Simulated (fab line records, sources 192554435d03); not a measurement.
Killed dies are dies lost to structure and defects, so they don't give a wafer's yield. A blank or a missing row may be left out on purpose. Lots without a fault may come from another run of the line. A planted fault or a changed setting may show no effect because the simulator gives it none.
Split-lot experiment | flow n5_finfet | 7 lots, 39 wafers read, on a route of 1938 steps

THE SPLIT
At N5_HKMG_FIN_ALD_91 (deposits TiN, target thk 1 nm, pulse time 1 s, purge time 3 s), the setting ald_cycles was moved away from the recipe's 47 on 15 of the 39 wafers read, by -59.6% to +46.8%. The other wafers ran this setting at the recipe's value.

FROM THE SPLIT TO THE READING: what the file shows between them, 1 step
- N5_HKMG_FIN_COAT_85: time 60 s, resist thk 300 nm

THE READING
TiN_of_HKMG_FIN_ALD_91.thk_nm (the simulator's own value, which no gauge read), in nm, at N5_HKMG_FIN_ETCH_86 (etches SOC in N2/H2, stops on TiN, target depth 393.2 nm). The file gives no usual value for it.

wafer  | tool, chamber at the split | ald_cycles as run | against the recipe | TiN_of_HKMG_FIN_ALD_91.thk_nm, nm | against lot-mates on the recipe
L076.1 | ald_metal-01, 2,1,0        | 66                | +40.4%             | 1.4                               | +0.4
L076.3 | ald_metal-01, 2,1,0        | 66                | +40.4%             | 1.4                               | +0.4
L076.4 | ald_metal-01, 2,1,0        | 66                | +40.4%             | 1.4                               | +0.4
L076.2 | ald_metal-01, 3,1,0        | 47                | recipe             | 1                                 | -
L076.5 | ald_metal-01, 3,1,0        | 47                | recipe             | 1                                 | -
L076.6 | ald_metal-01, 3,1,0        | 47                | recipe             | 1                                 | -
L078.1 | ald_metal-01, 3,1,2        | 47                | recipe             | 1                                 | -
L078.2 | ald_metal-01, 3,1,2        | 47                | recipe             | 1                                 | -
L078.4 | ald_metal-01, 3,1,2        | 47                | recipe             | 1                                 | -
L080.1 | ald_metal-02, 2,0,0        | 19                | -59.6%             | 0.4                               | -0.6
L080.3 | ald_metal-02, 2,0,0        | 19                | -59.6%             | 0.4                               | -0.6
L080.5 | ald_metal-02, 2,0,0        | 19                | -59.6%             | 0.4                               | -0.6
L080.2 | ald_metal-02, 3,1,3        | 47                | recipe             | 1                                 | -
L080.4 | ald_metal-02, 3,1,3        | 47                | recipe             | 1                                 | -
L080.6 | ald_metal-02, 3,1,3        | 47                | recipe             | 1                                 | -
L083.1 | ald_metal-03, 1,3,0        | 47                | recipe             | 1                                 | -
L083.3 | ald_metal-03, 1,3,0        | 47                | recipe             | 1                                 | -
L083.4 | ald_metal-03, 1,3,0        | 47                | recipe             | 1                                 | -
L083.2 | ald_metal-03, 2,0,1        | 62                | +31.9%             | 1.4                               | +0.4
L083.5 | ald_metal-03, 2,0,1        | 62                | +31.9%             | 1.4                               | +0.4
L083.6 | ald_metal-03, 2,0,1        | 62                | +31.9%             | 1.4                               | +0.4
L088.1 | ald_metal-03, 1,3,0,3,0,1  | 47                | recipe             | 1                                 | -
L088.2 | ald_metal-03, 1,3,0,3,0,1  | 47                | recipe             | 1                                 | -
L088.3 | ald_metal-03, 1,3,0,3,0,1  | 47                | recipe             | 1                                 | -
L088.4 | ald_metal-03, 1,3,0,3,0,1  | 47                | recipe             | 1                                 | -
L088.5 | ald_metal-03, 1,3,0,3,0,1  | 47                | recipe             | 1                                 | -
L088.6 | ald_metal-03, 1,3,0,3,0,1  | 47                | recipe             | 1                                 | -
L089.1 | ald_metal-02, 1,0,2        | 69                | +46.8%             | 1.4                               | +0.4
L089.2 | ald_metal-02, 1,0,2        | 69                | +46.8%             | 1.4                               | +0.4
L089.6 | ald_metal-02, 1,0,2        | 69                | +46.8%             | 1.4                               | +0.4
L089.3 | ald_metal-02, 3,2,3        | 47                | recipe             | 1                                 | -
L089.4 | ald_metal-02, 3,2,3        | 47                | recipe             | 1                                 | -
L089.5 | ald_metal-02, 3,2,3        | 47                | recipe             | 1                                 | -
L093.1 | ald_metal-03, 2,1,0        | 29                | -38.3%             | 0.6                               | -0.4
L093.5 | ald_metal-03, 2,1,0        | 29                | -38.3%             | 0.6                               | -0.4
L093.2 | ald_metal-03, 1,0,3        | 47                | recipe             | 1                                 | -
L093.3 | ald_metal-03, 1,0,3        | 47                | recipe             | 1                                 | -
L093.4 | ald_metal-03, 1,0,3        | 47                | recipe             | 1                                 | -
L093.6 | ald_metal-03, 2,1,0        | 29                | -38.3%             | 0                                 | -1.0
Where a row lists several chambers, the file gives one row for several wafers and doesn't say which wafer went through which chamber.

THE FIT
A straight line over all 39 wafers: TiN_of_HKMG_FIN_ALD_91.thk_nm changes by +0.0108 nm for each +1% of ald_cycles; r = +0.95; the points scatter about the line by 0.1 nm.
The same after taking each lot's own level away (the mean of its wafers on the recipe; 39 wafers): +0.0108 nm for each +1%; r = +0.95; scatter 0.1 nm.
On that fit, the largest move of ald_cycles shifts the reading by 0.65 nm.
The lots' own levels span 1.00 to 1.00 nm.
So the lot-to-lot level changes the slope little: the two slopes agree.
Check: with one of the wafers moved furthest among these (-59.6%) left out of the fit, the line predicts -0.674 nm for it against its lot-mates. It came out at -0.6 nm against them.

OTHER SPLITS ON THESE WAFERS
These wafers also went through other splits before the reading. Each is held against what the fit with the lots' levels taken away leaves over:
other split on the same wafers | wafers away from the commonest value | r with TiN_of_HKMG_FIN_ALD_91.thk_nm (lot level and that fit taken away)
N5_FIN_SAQP_PECVD_48 time_s    | 15                                   | +0.14

THE WHOLE CHAIN: every reading that the file lists as answering this split, in the file's order
step                | what it does                                                  | reading                                                                        | change (the file's fit)                | r (the file's)
N5_HKMG_FIN_ALD_91  | deposits TiN, target thk 1 nm, pulse time 1 s, purge time 3 s | TiN_of_HKMG_FIN_ALD_91.thk_nm (the simulator's own value, which no gauge read) | +0.01 nm for each +1% of the setting   | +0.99
N5_HKMG_FIN_ETCH_86 | etches SOC in N2/H2, stops on TiN, target depth 393.2 nm      | TiN_of_HKMG_FIN_ALD_91.thk_nm (the simulator's own value, which no gauge read) | +0.0108 nm for each +1% of the setting | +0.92

THE FILE'S OWN FIT
TiN_of_HKMG_FIN_ALD_91.thk_nm changes by +0.0108 nm for each +1% of ald_cycles, r = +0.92.
